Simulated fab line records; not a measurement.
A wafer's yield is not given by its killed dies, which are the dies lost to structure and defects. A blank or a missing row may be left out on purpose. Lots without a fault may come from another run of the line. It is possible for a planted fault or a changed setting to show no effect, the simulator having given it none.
The same fault as seen by 3 desks | flow n5-finfet | each desk holds nothing but its own numbers, with what lay behind them at the end

## THE DEFECT DESK
Lot by lot, what the route's inspections counted, given as the mean of those sampled wafers with a number. A lot is out of limits, marked OUT, if its mean lies more than 4 standard deviations from the usual mean; the brackets give that distance.
Columns: A = raw-defect-count at N5_BEOL_M0_SAQP_INSPECT_42, usual 307; B = raw-defect-count at N5_BEOL_M0_CUTY_INSPECT_59, usual 2.0
lot  | first seen here | A              | B
L567 | day 6 15:37     | 648 (+4.4) OUT | 272.3 (+99 or more) OUT
L568 | day 6 22:21     | 539            | 254.0 (+99 or more) OUT
L570 | day 7 11:31     | 580            | 259.7 (+99 or more) OUT
L579 | day 9 18:53     | 340            | 2.0
L582 | day 10 06:59    | 259            | 2.3
This desk finds L567, L568, L570 out of limits, L567 being first, at day 6 15:37 (raw-defect-count at N5_BEOL_M0_SAQP_INSPECT_42). Within limits: L579, L582.

## THE METROLOGY DESK
Lot by lot, what the gauges showed, no matter which tool ran the lot: averages of those sampled wafers that carry a number. A lot is out of limits, marked OUT, if its mean lies more than 4 standard deviations from the usual mean; the brackets give that distance. 7 of its 10 readings are shown, namely those furthest out on some lot.
Columns: A = IOFF_N at N5_BEOL_M4_RC_MEAS_101, usual 0.152 nA/um; B = IOFF_P at N5_BEOL_M4_RC_MEAS_101, usual 0.21 nA/um; C = ION_N at N5_BEOL_M4_RC_MEAS_101, usual 672 uA/um; D = ION_P at N5_BEOL_M4_RC_MEAS_101, usual 462 uA/um; E = SS_N at N5_BEOL_M4_RC_MEAS_101, usual 71.5 mV/dec; F = VT_N at N5_BEOL_M4_RC_MEAS_101, usual 250 mV; G = VT_P at N5_BEOL_M4_RC_MEAS_101, usual -250 mV
lot  | first seen here | A     | B    | C   | D   | E    | F   | G
L567 | day 9 07:37     | 0.134 | 0.17 | 665 | 453 | 71.1 | 251 | -253
L568 | day 9 10:13     | 0.152 | 0.22 | 669 | 462 | 71.2 | 249 | -246
L570 | day 9 16:51     | 0.119 | 0.15 | 662 | 451 | 71.2 | 254 | -258
L579 | day 12 00:11    | 0.170 | 0.24 | 672 | 467 | 72.2 | 248 | -247
L582 | day 12 21:59    | 0.144 | 0.22 | 674 | 466 | 70.9 | 253 | -252
This desk's finding: nothing out of limits on any of the 5 lots.

## FOR THE TOOL OWNER'S DESK: vapor-etch-02
The tool's own readings at N5_BEOL_M0_SAQP_RECESS_104 (chemistry HF/NH3, target SiO2, target depth 18 nm, afs cycles 3, sublimation time 60 s): means of the sampled wafers that have a number, for each lot that ran on this tool. A lot is out of limits, marked OUT, if its mean lies more than 4 standard deviations from the usual mean; the brackets give that distance.
Columns: A = drypump-motor-current-A at N5_BEOL_M0_SAQP_RECESS_104, usual 5.7 A
lot  | first seen here | A
L567 | day 6 13:22     | 5.3
L568 | day 6 20:27     | 5.3
L570 | day 7 09:33     | 5.8
L579 | day 9 16:32     | 5.8
L582 | day 10 04:53    | 5.4
This desk's finding: nothing out of limits on any of the 5 lots.

## ALL TOGETHER
The defect desk could have raised an alarm at day 6 15:37, on L567, L568, L570.
Nothing out of limits was seen by the metrology desk.
Nothing out of limits was seen by the tool owner's desk.
The metrology desk has L567, L568, L570 on record, within its limits.
On record at the tool owner's desk: L567, L568, L570, within its limits.
The lots listed all ran N5_BEOL_M0_SAQP_RECESS_104 on vapor-etch-02.

## WHAT WAS PUT IN BY THE SIMULATOR
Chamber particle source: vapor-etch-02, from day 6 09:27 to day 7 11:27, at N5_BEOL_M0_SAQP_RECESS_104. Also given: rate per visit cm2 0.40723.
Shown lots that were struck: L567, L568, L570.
Hours from the fault's start to each desk's first reading out of limits: the defect desk, 6.
